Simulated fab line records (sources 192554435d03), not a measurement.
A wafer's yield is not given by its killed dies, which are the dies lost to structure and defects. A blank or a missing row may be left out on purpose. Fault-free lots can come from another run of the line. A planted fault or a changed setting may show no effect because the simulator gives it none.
Split-lot experiment + flow n5Finfet + 7 lots, 39 wafers read, on a route of 1938 steps

## SPLIT DETAILS
At N5_SD_EPI_P_ETCH_16 (etches SiO2 in CHF3/O2, target depth 5 nm), the setting targetDepthA was moved away from the recipe's 50 angstrom on 15 of the 39 wafers read, by -56.8% to +46.9%. This setting was run at the recipe's value on the other wafers.

The split's own step is where the reading is taken.

## THE READING
etch.depthNm (the simulator's own value, which no gauge read), in nm, at N5_SD_EPI_P_ETCH_16 (etches SiO2 in CHF3/O2, target depth 5 nm). There is no usual value for it anywhere in the file. Across the 24 wafers here that went through the recipe, the average is 5.001 nm and the standard deviation 0.099 nm.

| wafer  | tool, chamber at the split | targetDepthA as run, angstrom | against the recipe | etch.depthNm, nm | against lot-mates on the recipe |
|--------|----------------------------|-------------------------------|--------------------|------------------|---------------------------------|
| L075.1 | rieDiel-03, 0              | 50                            | recipe             | 5.077            | -                               |
| L075.2 | rieDiel-03, 3              | 61.1                          | +22.2%             | 6.001            | +1.005                          |
| L075.3 | rieDiel-03, 1              | 50                            | recipe             | 4.948            | -                               |
| L075.4 | rieDiel-03, 2              | 61.1                          | +22.2%             | 6.023            | +1.027                          |
| L075.5 | rieDiel-03, 0              | 61.1                          | +22.2%             | 6.265            | +1.269                          |
| L075.6 | rieDiel-03, 1              | 50                            | recipe             | 4.962            | -                               |
| L078.1 | rieDiel-05, 2              | 50                            | recipe             | 5.216            | -                               |
| L078.3 | rieDiel-05, 0              | 50                            | recipe             | 5.048            | -                               |
| L078.5 | rieDiel-05, 2              | 50                            | recipe             | 5.199            | -                               |
| L081.1 | rieDiel-03, 1              | 50                            | recipe             | 4.895            | -                               |
| L081.2 | rieDiel-03, 3              | 31.65                         | -36.7%             | 3.105            | -1.811                          |
| L081.3 | rieDiel-03, 0              | 50                            | recipe             | 5.019            | -                               |
| L081.4 | rieDiel-03, 2              | 50                            | recipe             | 4.834            | -                               |
| L081.5 | rieDiel-03, 1              | 31.65                         | -36.7%             | 3.119            | -1.797                          |
| L081.6 | rieDiel-03, 0              | 31.65                         | -36.7%             | 3.209            | -1.707                          |
| L084.1 | rieDiel-03, 2              | 73.44                         | +46.9%             | 7.161            | +2.241                          |
| L084.2 | rieDiel-03, 0              | 73.44                         | +46.9%             | 7.411            | +2.491                          |
| L084.3 | rieDiel-03, 3              | 50                            | recipe             | 4.924            | -                               |
| L084.4 | rieDiel-03, 0              | 73.44                         | +46.9%             | 7.45             | +2.530                          |
| L084.5 | rieDiel-03, 2              | 50                            | recipe             | 4.893            | -                               |
| L084.6 | rieDiel-03, 3              | 50                            | recipe             | 4.943            | -                               |
| L090.1 | rieDiel-06, 1              | 50                            | recipe             | 5.079            | -                               |
| L090.2 | rieDiel-06, 0              | 50                            | recipe             | 4.96             | -                               |
| L090.3 | rieDiel-06, 2              | 50                            | recipe             | 5.135            | -                               |
| L090.4 | rieDiel-06, 3              | 50                            | recipe             | 4.97             | -                               |
| L090.5 | rieDiel-06, 0              | 50                            | recipe             | 4.939            | -                               |
| L090.6 | rieDiel-06, 3              | 50                            | recipe             | 4.942            | -                               |
| L095.1 | rieDiel-06, 1              | 50                            | recipe             | 5.007            | -                               |
| L095.2 | rieDiel-06, 3              | 60.39                         | +20.8%             | 5.904            | +0.966                          |
| L095.3 | rieDiel-06, 0              | 50                            | recipe             | 4.921            | -                               |
| L095.4 | rieDiel-06, 2              | 60.39                         | +20.8%             | 6.05             | +1.112                          |
| L095.5 | rieDiel-06, 3              | 60.39                         | +20.8%             | 5.89             | +0.952                          |
| L095.6 | rieDiel-06, 0              | 50                            | recipe             | 4.887            | -                               |
| L091.1 | rieDiel-05, 2              | 21.61                         | -56.8%             | 2.187            | -2.891                          |
| L091.2 | rieDiel-05, 0              | 21.61                         | -56.8%             | 2.169            | -2.909                          |
| L091.3 | rieDiel-05, 3              | 50                            | recipe             | 5.118            | -                               |
| L091.4 | rieDiel-05, 2              | 21.61                         | -56.8%             | 2.189            | -2.889                          |
| L091.5 | rieDiel-05, 3              | 50                            | recipe             | 5.11             | -                               |
| L091.6 | rieDiel-05, 0              | 50                            | recipe             | 5.005            | -                               |

THE FIT
A straight line over all 39 wafers: etch.depthNm changes by +0.0496 nm for each +1% of targetDepthA; r = +1.00; the points scatter about the line by 0.1 nm.
The same after taking each lot's own level away (the mean of its wafers on the recipe; 39 wafers): +0.0505 nm for each +1%; r = +1.00; scatter 0.082 nm.
The reading moves by 2.9 nm for the largest change in targetDepthA, on that fit.
The lots' own levels span 4.9160 to 5.1543 nm, that is 2.4 times the standard deviation above.
Consequently the slope shifts little with the lot-to-lot level, the two slopes agreeing.
Check: -2.86 nm against its lot-mates is what the line predicts for one of the wafers moved furthest among these (-56.8%) when that wafer is left out of the fit. It came out at -2.89 nm against them.

## OTHER SPLITS ON THESE WAFERS
Note: prior to the reading, these wafers also went through further splits. Each is held against what the fit with the lots' levels taken away leaves over:
| other split on the same wafers     | wafers away from the commonest value | r with etch.depthNm (lot level and that fit taken away) |
|------------------------------------|--------------------------------------|---------------------------------------------------------|
| N5_ZERO_LAYER_ETCH_18 targetDepthA | 15                                   | -0.22                                                   |

## THE FILE'S OWN FIT
etch.depthNm changes by +0.0505 nm for each +1% of targetDepthA, r = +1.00.
